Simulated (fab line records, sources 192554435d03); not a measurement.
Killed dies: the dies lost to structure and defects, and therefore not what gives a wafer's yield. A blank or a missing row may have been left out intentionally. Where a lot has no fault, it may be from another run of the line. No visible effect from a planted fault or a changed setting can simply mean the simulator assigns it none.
Split-lot study + flow n5_finfet + 7 lots, 39 wafers read, on a route of 1938 steps

## THE SPLIT ITSELF
At N5_DUMMY_GATE_EXPOSE_12 (exposes mask GATE, target cd 25 nm), the setting dose_mj was moved away from the recipe's 34 on 12 of the 39 wafers read, by -7.9% to +7.0%. This setting was run at the recipe's value on the other wafers.

## FROM THE SPLIT TO THE READING: what the file shows between them, 2 steps
- N5_DUMMY_GATE_PEB_13: peb time 60 s
- N5_DUMMY_GATE_DEVELOP_14: develop time 30 s

## THE READING
Shown in nm: cd_nm at N5_DUMMY_GATE_CD_MEAS_15, with target cd 25.8 nm. Fault-free wafers of this fab line usually give 24.97 nm, standard deviation 0.23 nm.

| wafer  | tool, chamber at the split | dose_mj as run | against the recipe | cd_nm, nm | against lot-mates on the recipe |
|--------|----------------------------|----------------|--------------------|-----------|---------------------------------|
| L079.1 | euv_scanner-01, 0          | 34             | recipe             | 24.93     | -                               |
| L079.5 | euv_scanner-01, 0          | 34             | recipe             | 24.84     | -                               |
| L079.6 | euv_scanner-01, 0          | 34             | recipe             | 25.15     | -                               |
| L083.1 | euv_scanner-01, 0          | 33.06          | -2.8%              | 25.49     | +0.42                           |
| L083.2 | euv_scanner-01, 0          | 34             | recipe             | 25.28     | -                               |
| L083.3 | euv_scanner-01, 0          | 34             | recipe             | 25.01     | -                               |
| L083.4 | euv_scanner-01, 0          | 33.06          | -2.8%              | 25.59     | +0.52                           |
| L083.5 | euv_scanner-01, 0          | 34             | recipe             | 24.91     | -                               |
| L083.6 | euv_scanner-01, 0          | 33.06          | -2.8%              | 25.74     | +0.67                           |
| L085.1 | euv_scanner-01, 0          | 35.94          | +5.7%              | 24.22     | -0.74                           |
| L085.2 | euv_scanner-01, 0          | 34             | recipe             | 25.05     | -                               |
| L085.3 | euv_scanner-01, 0          | 35.94          | +5.7%              | 24.19     | -0.77                           |
| L085.4 | euv_scanner-01, 0          | 34             | recipe             | 24.82     | -                               |
| L085.5 | euv_scanner-01, 0          | 35.94          | +5.7%              | 24.11     | -0.85                           |
| L085.6 | euv_scanner-01, 0          | 34             | recipe             | 25.02     | -                               |
| L088.1 | euv_scanner-02, 0          | 34             | recipe             | 24.86     | -                               |
| L088.2 | euv_scanner-02, 0          | 31.32          | -7.9%              | 26.44     | +1.55                           |
| L088.3 | euv_scanner-02, 0          | 31.32          | -7.9%              | 26.47     | +1.58                           |
| L088.4 | euv_scanner-02, 0          | 34             | recipe             | 24.80     | -                               |
| L088.5 | euv_scanner-02, 0          | 34             | recipe             | 25.00     | -                               |
| L088.6 | euv_scanner-02, 0          | 31.32          | -7.9%              | 26.26     | +1.37                           |
| L089.1 | euv_scanner-01, 0          | 34             | recipe             | 25.00     | -                               |
| L089.2 | euv_scanner-01, 0          | 34             | recipe             | 24.83     | -                               |
| L089.3 | euv_scanner-01, 0          | 34             | recipe             | 24.96     | -                               |
| L089.4 | euv_scanner-01, 0          | 34             | recipe             | 24.81     | -                               |
| L089.5 | euv_scanner-01, 0          | 34             | recipe             | 25.04     | -                               |
| L089.6 | euv_scanner-01, 0          | 34             | recipe             | 25.19     | -                               |
| L093.1 | euv_scanner-01, 0          | 36.38          | +7.0%              | 23.47     | -1.63                           |
| L093.2 | euv_scanner-01, 0          | 36.38          | +7.0%              | 23.97     | -1.13                           |
| L093.3 | euv_scanner-01, 0          | 36.38          | +7.0%              | 23.92     | -1.18                           |
| L093.4 | euv_scanner-01, 0          | 34             | recipe             | 24.72     | -                               |
| L093.5 | euv_scanner-01, 0          | 34             | recipe             | 25.54     | -                               |
| L093.6 | euv_scanner-01, 0          | 34             | recipe             | 25.05     | -                               |
| L096.1 | euv_scanner-01, 0          | 34             | recipe             | 25.03     | -                               |
| L096.2 | euv_scanner-01, 0          | 34             | recipe             | 24.96     | -                               |
| L096.3 | euv_scanner-01, 0          | 34             | recipe             | 25.01     | -                               |
| L096.4 | euv_scanner-01, 0          | 34             | recipe             | 25.28     | -                               |
| L096.5 | euv_scanner-01, 0          | 34             | recipe             | 24.93     | -                               |
| L096.6 | euv_scanner-01, 0          | 34             | recipe             | 24.51     | -                               |

THE FIT
A straight line over all 39 wafers: cd_nm changes by -0.171 nm for each +1% of dose_mj; r = -0.95; the points scatter about the line by 0.19 nm.
The same after taking each lot's own level away (the mean of its wafers on the recipe; 39 wafers): -0.179 nm for each +1%; r = -0.96; scatter 0.19 nm.
That fit puts the effect of the largest move of dose_mj on the reading at 1.4 nm.
The lots' own levels span 24.887 to 25.103 nm, that is 0.9 times the standard deviation above.
The two slopes agree, so the slope changes little with the lot-to-lot level.
Check: with one of the wafers moved furthest among these (-7.9%) left out of the fit, the line predicts +1.41 nm for it against its lot-mates. Against them it came out at +1.55 nm.

## FILE'S OWN FIT
cd_nm changes by -0.179 nm for each +1% of dose_mj, r = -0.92.
